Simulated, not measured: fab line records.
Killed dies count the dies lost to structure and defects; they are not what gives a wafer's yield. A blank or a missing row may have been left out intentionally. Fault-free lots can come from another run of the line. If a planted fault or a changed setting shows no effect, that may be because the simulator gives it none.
fab line records	flow nand-harc
record lots=13	wafers=39	last-day=25
route steps=1159 shown P_M1@312 P_M2@323 END@1159
lots that met no fault: from a run of the same line without faults
start-h: start of the lot's first displayed wafer, in hours after the record's first day	wait-h: hours from the lot's prior step to this one	" repeats the value in the row above	L1.1+2: several wafers, shown together as one row	- no value, or no start given	* or withheld: withheld	< > ~ a bound
route shown NAME@n: a module of which the file shows steps, and the number in the route of the first	usual: mean/standard deviation taken from wafers without a fault	same: alike in all rows	chamber/n: place in a boat	sites: readings site by site	_std_site: standard deviation of those values	_edge_site: inner sites' mean taken away from outer sites' mean	radius-mm: how far each site lies from the wafer's centre	mask NAME#n: copy n	behind: tool/chamber where the wafer was last shaped	hold: the reason the lot was held/the length of the hold in hours/how it ended	device: transistor that didn't switch, given as n, p or np	end of line: tests of these same wafers at the route's end	a step given without rows: its recipe and nothing more	killed: dies lost to structure and defects at the first sort, not the wafer's yield	map: per-die view of a wafer (x killed, . not killed, _ where there is no die)
set.NAME: the setting as run; set.NAME@STEP: as run at that earlier step	model.NAME: the simulator's own value behind a step, which no gauge read
route steps across a sampled set of lots; one table per step, one row per wafer
services: the hour from which a tool's chamber was out of use, counted from the record's first day as start-h (under 0 if before that day), plus the number of hours and why
## steps
# step NHARC_P_M1_THK_MEAS_24
# recipe thk-meas-gauge=xrf
# usual thk-nm=157.1/1.4
lot.wafer	tool	chamber	start-h	wait-h	thk-nm
L864.2	film-metro-01	-	133.41	-	158.1
L864.3	"	-	"	"	156.4
L864.5	"	-	"	"	158.1
L865.2	film-metro-01	-	137.27	-	158.8
L865.4	"	-	"	"	158.0
L865.6	"	-	"	"	156.8
L868.2	film-metro-02	-	147.22	-	156.3
L868.3	"	-	"	"	156.8
L868.4	"	-	"	"	158.1
L867.2	film-metro-02	-	147.57	-	157.5
L867.4	"	-	"	"	155.9
L867.5	"	-	"	"	156.9
L869.2	film-metro-02	-	160.28	-	157.5
L869.3	"	-	"	"	158.4
L869.5	"	-	"	"	156.1
L870.1	film-metro-01	-	162.78	-	157.3
L870.3	"	-	"	"	157.2
L870.5	"	-	"	"	157.7
L871.1	film-metro-02	-	173.02	-	157.3
L871.3	"	-	"	"	155.3
L871.5	"	-	"	"	154.0
L873.3	film-metro-01	-	187.77	-	158.4
L873.4	"	-	"	"	157.9
L873.6	"	-	"	"	156.3
L881.1	film-metro-02	-	228.66	-	157.2
L881.3	"	-	"	"	155.9
L881.4	"	-	"	"	155.9
L882.1	film-metro-01	-	239.97	-	158.7
L882.5	"	-	"	"	159.5
L882.6	"	-	"	"	156.5
L883.1	film-metro-02	-	241.08	-	159.2
L883.2	"	-	"	"	158.0
L883.4	"	-	"	"	159.3
L885.2	film-metro-02	-	252.46	-	158.1
L885.5	"	-	"	"	155.5
L885.6	"	-	"	"	157.5
L886.2	film-metro-01	-	255.54	-	155.9
L886.4	"	-	"	"	158.8
L886.5	"	-	"	"	156.8
# step NHARC_P_M1_DEP_33
# recipe target-thk-a=300	temp-c=370	target-thk-nm=30	pressure-torr=3	flow-sccm=200	rf-w=450	material=SiCN
# usual heater-power-outer-w=332/50	heater-power-w=604/57
lot.wafer	tool	chamber	start-h	wait-h	heater-power-outer-w	heater-power-w
L864.2	pecvd-04	2	133.78	0.1	282	580
L864.3	"	0	"	"	347	607
L864.5	"	2	"	"	291	562
L865.2	pecvd-04	2	137.58	0.1	252	502
L865.6	"	2	"	"	249	520
L865.4	"	1	"	"	386	660
L868.3	pecvd-02	1	147.81	0.1	316	585
L868.2	"	2	"	"	288	575
L868.4	"	2	"	"	287	549
L867.2	pecvd-02	1	148.14	0.1	368	626
L867.5	"	0	"	"	346	615
L867.4	"	1	"	"	371	624
L869.2	pecvd-03	2	160.69	0.1	420	707
L869.3	"	1	"	"	244	494
L869.5	"	2	"	"	413	708
L870.3	pecvd-03	2	163.12	0.1	418	693
L870.1	"	0	"	"	376	681
L870.5	"	0	"	"	375	679
L871.3	pecvd-02	1	173.32	0.1	378	677
L871.1	"	2	"	"	278	566
L871.5	"	1	"	"	401	652
L873.3	pecvd-02	1	188.17	0.1	412	692
L873.4	"	2	"	"	261	525
L873.6	"	0	"	"	350	630
L881.1	pecvd-02	0	228.97	0.1	284	560
L881.3	"	2	"	"	243	501
L881.4	"	0	"	"	291	556
L882.1	pecvd-03	1	240.32	0.1	291	566
L882.5	"	0	"	"	337	657
L882.6	"	2	"	"	380	663
L883.1	pecvd-02	1	241.45	0.1	410	692
L883.2	"	2	"	"	287	590
L883.4	"	1	"	"	415	693
L885.2	pecvd-02	1	253.08	0.1	420	682
L885.6	"	2	"	"	264	521
L885.5	"	0	"	"	363	632
L886.2	pecvd-02	1	255.87	0.1	352	609
L886.5	"	1	"	"	357	602
L886.4	"	0	"	"	345	627
# step NHARC_P_M2_SOFTBAKE_04
# recipe temp-c=105	time-s=55
# usual heater-power-total-W=188.48/0.14
lot.wafer	tool	chamber	start-h	wait-h	heater-power-total-W
L864.2	litho-track-01	0	134	-	188.51
L864.3	"	0	"	"	188.27
L864.5	"	0	"	"	188.23
L865.2	litho-track-06	0	138	-	188.45
L865.4	"	0	"	"	188.60
L865.6	"	0	"	"	188.43
L868.2	litho-track-06	0	148	-	188.41
L868.3	"	0	"	"	188.41
L868.4	"	0	"	"	188.51
L867.2	litho-track-04	0	148	-	188.80
L867.4	"	0	"	"	188.38
L867.5	"	0	"	"	188.28
L869.2	litho-track-04	0	161	-	188.63
L869.3	"	0	"	"	188.69
L869.5	"	0	"	"	188.48
L870.1	litho-track-01	0	163	-	188.27
L870.3	"	0	"	"	188.38
L870.5	"	0	"	"	188.29
L871.1	litho-track-06	0	174	-	188.33
L871.3	"	0	"	"	188.27
L871.5	"	0	"	"	188.28
L873.3	litho-track-01	0	188	-	188.43
L873.4	"	0	"	"	188.40
L873.6	"	0	"	"	188.76
L881.1	litho-track-06	0	229	-	323.03
L881.3	"	0	"	"	323.08
L881.4	"	0	"	"	323.10
L882.1	litho-track-06	0	241	-	323.17
L882.5	"	0	"	"	323.12
L882.6	"	0	"	"	323.40
L883.1	litho-track-04	0	242	-	188.59
L883.2	"	0	"	"	188.39
L883.4	"	0	"	"	188.31
L885.2	litho-track-01	0	253	-	188.41
L885.5	"	0	"	"	188.47
L885.6	"	0	"	"	188.50
L886.2	litho-track-04	0	256	-	188.27
L886.4	"	0	"	"	188.32
L886.5	"	0	"	"	188.36
# step NHARC_P_M2_ETCH_15
# recipe target-depth-a=1825	time-s=91.2	c4f8-flow-sccm=withheld	ar-flow-sccm=400	rf-w=600	bias-w=300	chemistry=C4F8/Ar
# usual oes-product-au=0.951/0.024	rf-vpp-V=442.6/2.3
lot.wafer	tool	chamber	start-h	wait-h	oes-product-au	rf-hours-counter-h	rf-vpp-V
L864.2	rie-diel-06	2	-	-	0.974	2	446.6
L864.3	"	3	"	"	0.996	2	440.9
L864.5	"	3	"	"	0.997	-	441.7
L865.2	rie-diel-10	2	-	-	0.952	45	436.4
L865.4	"	3	"	"	0.943	44	436.9
L865.6	"	2	"	"	0.944	-	436.0
L868.4	rie-diel-06	2	-	-	0.970	3	445.0
L868.2	"	3	"	"	0.967	3	442.0
L868.3	"	1	"	"	0.948	2	442.5
L867.4	rie-diel-06	2	-	-	0.962	3	445.2
L867.2	"	0	"	"	0.971	2	442.2
L867.5	"	2	"	"	0.969	-	444.5
L869.3	rie-diel-06	0	-	-	0.981	3	442.0
L869.2	"	1	"	"	0.972	3	442.3
L869.5	"	3	"	"	0.982	-	441.9
L870.3	rie-diel-06	1	-	-	0.968	3	442.9
L870.1	"	2	"	"	0.967	3	446.1
L870.5	"	1	"	"	0.969	-	443.0
L871.1	rie-diel-06	2	-	-	0.952	3	444.9
L871.3	"	3	"	"	0.952	3	442.4
L871.5	"	1	"	"	0.951	-	441.3
L873.4	rie-diel-06	0	-	-	0.964	3	442.5
L873.3	"	2	"	"	0.988	4	446.6
L873.6	"	1	"	"	0.968	-	442.8
L881.3	rie-diel-06	1	-	-	0.936	5	442.0
L881.1	"	2	"	"	0.945	5	445.3
L881.4	"	3	"	"	0.953	5	442.3
L882.1	rie-diel-07	3	-	-	0.937	0	440.1
L882.5	"	0	"	"	0.931	-	444.4
L882.6	"	1	"	"	0.981	-	440.8
L883.1	rie-diel-10	3	-	-	0.957	25	445.7
L883.4	"	0	"	"	0.964	23	440.3
L883.2	"	1	"	"	0.978	21	443.1
L885.2	rie-diel-10	3	-	-	0.928	29	445.0
L885.6	"	3	"	"	0.916	-	446.0
L885.5	"	0	"	"	0.908	-	440.1
L886.2	rie-diel-06	0	-	-	0.975	0	440.5
L886.4	"	2	"	"	0.965	0	443.7
L886.5	"	0	"	"	0.970	-	442.3
# step NHARC_END_SORT_01
# recipe temp-c=25
# usual defect-limited-yield=95.0/1.6	killed-at-array=30/10	killed-at-other=0.5/0.82	killed-at-periphery=2.9/2	killed-dies=34/11	killed-open=3.2/1.8	killed-short=2.0/1.4	sort_bin_2_pct=1.5/0.68	sort_bin_3_pct=0.28/0.21	sort_bin_4_pct=3.1/0.97	sort_bin_6_pct=0.00/0.012	sort-n-pass=643/11	sort-rim-yield-pct=94.6/2.9	sort-yield-pct=95.0/1.6
# same gross-dies=677	sort_bin_5_pct[%]=0	sort_bin_7_pct[%]=0	sort_bin_8_pct[%]=0	sort-rim-n-gross=106.00
lot.wafer	tool	chamber	start-h	wait-h	defect-limited-yield[%]	killed-at-array	killed-at-other	killed-at-periphery	killed-dies	killed-open	killed-short	sort_bin_2_pct[%]	sort_bin_3_pct[%]	sort_bin_4_pct[%]	sort_bin_6_pct[%]	sort-n-pass	sort-rim-yield-pct[%]	sort-yield-pct[%]
L871.1	prober-02	0	502.58	2.5	95.1	31	2	0	33	4	1	1.3	0.44	3.1	0	644	97.2	95.1
L871.3	prober-02	0	504.18	3.1	95.0	32	2	0	34	3	0	1.0	0.15	3.8	0	643	95.3	95.0
L871.5	prober-02	0	505.78	3.7	95.3	28	1	3	32	3	1	1.8	0.30	2.7	0	645	94.3	95.3
L882.1	prober-01	0	566.36	2.5	92.0	49	0	5	54	6	4	2.8	0.74	4.4	0	623	90.6	92.0
L882.5	prober-01	0	569.54	3.7	91.3	50	0	9	59	4	1	2.5	0.44	5.8	0	618	90.6	91.3
L882.6	prober-01	0	570.33	4.0	93.4	43	0	2	45	3	1	2.1	0.59	4.0	0	632	89.6	93.4
L885.2	prober-02	0	591.84	2.8	94.7	33	0	3	36	3	2	1.5	0.30	3.5	0	641	94.3	94.7
L885.5	prober-02	0	594.23	3.7	94.1	40	0	0	40	2	2	1.3	0.15	4.4	0	637	96.2	94.1
L885.6	prober-02	0	595.03	4.0	93.9	40	1	0	41	1	2	2.1	0.44	3.5	0	636	95.3	93.9
# killed by level:class
L871.1 A_CHANNEL_HOLE_D1:chamber-film-flake=8 A_SLIT:chamber-film-flake=8 A_CONTACT:chamber-film-flake=6 A_STAIRCASE:chamber-film-flake=4 A_WL_FILL:geometric-particle:open=2 THIN_TSV:chamber-film-flake=2 A_CHANNEL_FILL_D1:geometric-particle:open=1 A_WL_FILL:geometric-particle:short=1
L871.3 A_SLIT:chamber-film-flake=11 A_CHANNEL_HOLE_D1:chamber-film-flake=9 A_CONTACT:chamber-film-flake=7 A_STAIRCASE:chamber-film-flake=2 A_CONTACT:geometric-particle:open=1 A_M0:geometric-particle:open=1 STARTING-WAFER:geometric-particle:open=1 A_CHANNEL_FILL_D1:chamber-film-flake=1
L871.5 A_CHANNEL_HOLE_D1:chamber-film-flake=9 A_SLIT:chamber-film-flake=9 A_CONTACT:chamber-film-flake=5 A_STAIRCASE:chamber-film-flake=4 P_CONTACT:geometric-particle:short=1 P_M0:geometric-particle:open=1 P_M2:geometric-particle:open=1 A_CONTACT:geometric-particle:open=1
L882.1 A_CHANNEL_HOLE_D1:chamber-film-flake=18 A_SLIT:chamber-film-flake=14 A_CONTACT:chamber-film-flake=4 A_ZERO_WELL:chamber-film-flake=3 A_STAIRCASE:chamber-film-flake=3 A_CONTACT:geometric-particle:open=2 P_M2:chamber-film-flake=2 P_CONTACT:geometric-particle:open=1
L882.5 A_SLIT:chamber-film-flake=20 A_CHANNEL_HOLE_D1:chamber-film-flake=17 A_CONTACT:chamber-film-flake=6 P_M2:chamber-film-flake=5 A_ONON_D1:geometric-particle:open=2 P_STI:chamber-film-flake=2 P_M1:geometric-particle:open=1 A_CHANNEL_FILL_D1:geometric-particle:short=1
L882.6 A_CHANNEL_HOLE_D1:chamber-film-flake=21 A_SLIT:chamber-film-flake=14 A_CONTACT:chamber-film-flake=3 A_CONTACT:geometric-particle:open=2 A_WL_FILL:geometric-particle:open=1 A_CONTACT:geometric-particle:short=1 P_STI:chamber-film-flake=1 P_M2:chamber-film-flake=1
L885.2 A_SLIT:chamber-film-flake=11 A_CHANNEL_HOLE_D1:chamber-film-flake=10 A_CONTACT:chamber-film-flake=8 P_CONTACT:geometric-particle:short=1 P_M1:geometric-particle:open=1 A_SGD_CUT:geometric-particle:open=1 A_WL_FILL:geometric-particle:short=1 A_CONTACT:geometric-particle:open=1
L885.5 A_SLIT:chamber-film-flake=18 A_CHANNEL_HOLE_D1:chamber-film-flake=7 A_CONTACT:chamber-film-flake=7 A_WL_FILL:chamber-film-flake=3 A_SGD_CUT:geometric-particle:short=2 A_CHANNEL_FILL_D1:geometric-particle:open=1 A_M0:geometric-particle:open=1 A_BONDPAD:chamber-film-flake=1
L885.6 A_SLIT:chamber-film-flake=17 A_CHANNEL_HOLE_D1:chamber-film-flake=10 A_CONTACT:chamber-film-flake=7 A_WL_FILL:chamber-film-flake=4 A_ONON_D1:geometric-particle:open=1 A_SGD_CUT:geometric-particle:short=1 THIN_TSV:geometric-particle:short=1
## services
tool	chamber	start-h	hours	kind
pecvd-03	-	111.08	13.0	pm
rie-diel-10	1	114.19	4.5	repair
litho-track-06	-	117.00	7.0	pm
rie-diel-06	0	122.20	-	clean
rie-diel-06	1	122.20	-	clean
rie-diel-06	2	122.20	-	clean
rie-diel-06	3	122.20	-	clean
rie-diel-10	0	129.54	4.9	repair
litho-track-04	-	141.00	7.0	pm
pecvd-02	-	145.40	0.4	repair
rie-diel-06	0	146.70	-	clean
rie-diel-06	1	146.70	-	clean
rie-diel-06	2	146.70	-	clean
pecvd-04	-	146.80	1.5	repair
pecvd-02	-	153.00	13.0	pm
pecvd-03	0	159.91	1.9	repair
rie-diel-10	-	176.66	9.0	pm
pecvd-02	-	190.39	1.8	repair
pecvd-04	-	195.16	13.0	pm
rie-diel-06	0	200.43	12.3	repair
pecvd-02	0	223.33	5.0	repair
rie-diel-07	-	228.20	9.0	pm
rie-diel-06	-	241.20	9.0	pm
rie-diel-06	2	251.69	4.9	repair
## key
first-sign step=NHARC_P_M2_SOFTBAKE_04	reading=heater-power-total-W	direction=up	sigmas=99+	usual=*	struck=*
effect none on later readings
met-at NHARC_P_M2_SOFTBAKE_04
struck-lots L881,L882
loop-trim step=NHARC_P_M2_EXPOSE_06	setting=dose	lots=L882
not-acting-at NHARC_P_M1_THK_MEAS_24,NHARC_P_M1_DEP_33,NHARC_P_M2_ETCH_15
fault kind=process-parameter-drift	tool=litho-track-06	chamber=-	onset-h=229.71	steps=NHARC_P_M2_SOFTBAKE_04	channel=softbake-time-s	offset=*	shape=step	end-h=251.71	acts-in=*	stated=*
# loop-trim: a control loop set the setting to another value than it would have without faults
